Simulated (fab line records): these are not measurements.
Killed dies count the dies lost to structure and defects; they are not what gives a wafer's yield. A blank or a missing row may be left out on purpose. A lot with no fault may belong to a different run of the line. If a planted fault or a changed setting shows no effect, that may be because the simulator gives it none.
Chamber matching :: flow n5_finfet :: N5_GATE_CUT_CMP_23 on cmp-01: 4 sister chambers
The step polishes, stops on SiO2, t overpolish 23.4 s, target thk 16 nm. 16 wafers are shown with their chamber, then 8 later ones without.

WAFERS WITH THEIR CHAMBER
wafer: L074.1
chamber: 2
motor_current_A (A): 8.6
time_to_endpoint_s (s): 19.9
overpolish_run_s (s): 23.394

wafer: L074.2
chamber: 3
motor_current_A (A): 10.1
time_to_endpoint_s (s): 21.9
overpolish_run_s (s): 23.402

wafer: L074.3
chamber: 0
motor_current_A (A): 7.9
time_to_endpoint_s (s): 18.7
overpolish_run_s (s): 23.393

wafer: L077.3
chamber: 0
motor_current_A (A): 7.6
time_to_endpoint_s (s): 18.6
overpolish_run_s (s): 23.399

wafer: L077.4
chamber: 3
motor_current_A (A): 9.3
time_to_endpoint_s (s): 22.5
overpolish_run_s (s): 23.376

wafer: L077.6
chamber: 3
motor_current_A (A): 9.9
time_to_endpoint_s (s): 21.6
overpolish_run_s (s): 23.390

wafer: L078.2
chamber: 3
motor_current_A (A): 10.2
time_to_endpoint_s (s): 20.8
overpolish_run_s (s): 23.411

wafer: L078.4
chamber: 2
motor_current_A (A): 8.4
time_to_endpoint_s (s): 15.6
overpolish_run_s (s): 23.402

wafer: L078.5
chamber: 1
motor_current_A (A): 8.5
time_to_endpoint_s (s): 22.4
overpolish_run_s (s): 23.385

wafer: L080.1
chamber: 0
motor_current_A (A): 7.5
time_to_endpoint_s (s): 18.0
overpolish_run_s (s): 23.402

wafer: L080.4
chamber: 3
motor_current_A (A): 9.5
time_to_endpoint_s (s): 22.8
overpolish_run_s (s): 23.396

wafer: L080.6
chamber: 2
motor_current_A (A): 8.3
time_to_endpoint_s (s): 19.4
overpolish_run_s (s): 23.385

wafer: L083.1
chamber: 3
motor_current_A (A): 9.4
time_to_endpoint_s (s): 23.9
overpolish_run_s (s): 23.402

wafer: L083.2
chamber: 1
motor_current_A (A): 8.5
time_to_endpoint_s (s): 19.3
overpolish_run_s (s): 23.388

wafer: L083.5
chamber: 0
motor_current_A (A): 7.7
time_to_endpoint_s (s): 20.6
overpolish_run_s (s): 23.406

wafer: L084.1
chamber: 1
motor_current_A (A): 9.0
time_to_endpoint_s (s): 27.2
overpolish_run_s (s): 23.406

SIGNATURES (averages over the wafers above)
reading: motor_current_A
chamber 0: 7.675
chamber 1: 8.667
chamber 2: 8.433
chamber 3: 9.733
scatter within a chamber: 0.294

reading: time_to_endpoint_s
chamber 0: 18.975
chamber 1: 22.967
chamber 2: 18.300
chamber 3: 22.250
scatter within a chamber: 2.09

reading: overpolish_run_s
chamber 0: 23.40000
chamber 1: 23.39300
chamber 2: 23.39367
chamber 3: 23.39617
scatter within a chamber: 0.0101
Rule: distance of a wafer from a chamber = root of the sum over the readings of ((wafer's reading minus chamber's mean) / reading's scatter) squared. If the next closest chamber is less than 2 further off than the closest, the wafer can't be placed; otherwise it belongs to the closest. The scatter: the root of (the sum of the squares of (reading less its chamber's mean) over the shown wafers, divided by (wafers less chambers)).

WAFERS WHOSE CHAMBER IS MISSING
wafer: L084.5
motor_current_A (A): 8.2
time_to_endpoint_s (s): 27.1
overpolish_run_s (s): 23.411

wafer: L084.6
motor_current_A (A): 7.7
time_to_endpoint_s (s): 24.4
overpolish_run_s (s): 23.404

wafer: L093.1
motor_current_A (A): 8.6
time_to_endpoint_s (s): 17.5
overpolish_run_s (s): 23.406

wafer: L093.2
motor_current_A (A): 8.6
time_to_endpoint_s (s): 23.3
overpolish_run_s (s): 23.412

wafer: L093.3
motor_current_A (A): 7.4
time_to_endpoint_s (s): 15.9
overpolish_run_s (s): 23.400

wafer: L094.4
motor_current_A (A): 8.0
time_to_endpoint_s (s): 19.9
overpolish_run_s (s): 23.400

wafer: L094.5
motor_current_A (A): 9.7
time_to_endpoint_s (s): 22.0
overpolish_run_s (s): 23.393

wafer: L094.6
motor_current_A (A): 8.5
time_to_endpoint_s (s): 20.7
overpolish_run_s (s): 23.420

WHICH CHAMBER EACH ONE RAN IN
wafer: L084.5
from the rows above: can't be placed: 1 or 0 or 2
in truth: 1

wafer: L084.6
from the rows above: can't be placed: 0 or 1 or 2
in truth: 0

wafer: L093.1
from the rows above: can't be placed: 2 or 1 or 0
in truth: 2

wafer: L093.2
from the rows above: can't be placed: 1 or 2
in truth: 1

wafer: L093.3
from the rows above: 0
in truth: 0

wafer: L094.4
from the rows above: can't be placed: 0 or 2 or 1
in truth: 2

wafer: L094.5
from the rows above: 3
in truth: 3

wafer: L094.6
from the rows above: can't be placed: 2 or 1 or 0
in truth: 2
2 of 8 placed correctly. From these rows, 6 cannot be placed; in 6 the true chamber is one of the candidates. 0 placed wrongly.
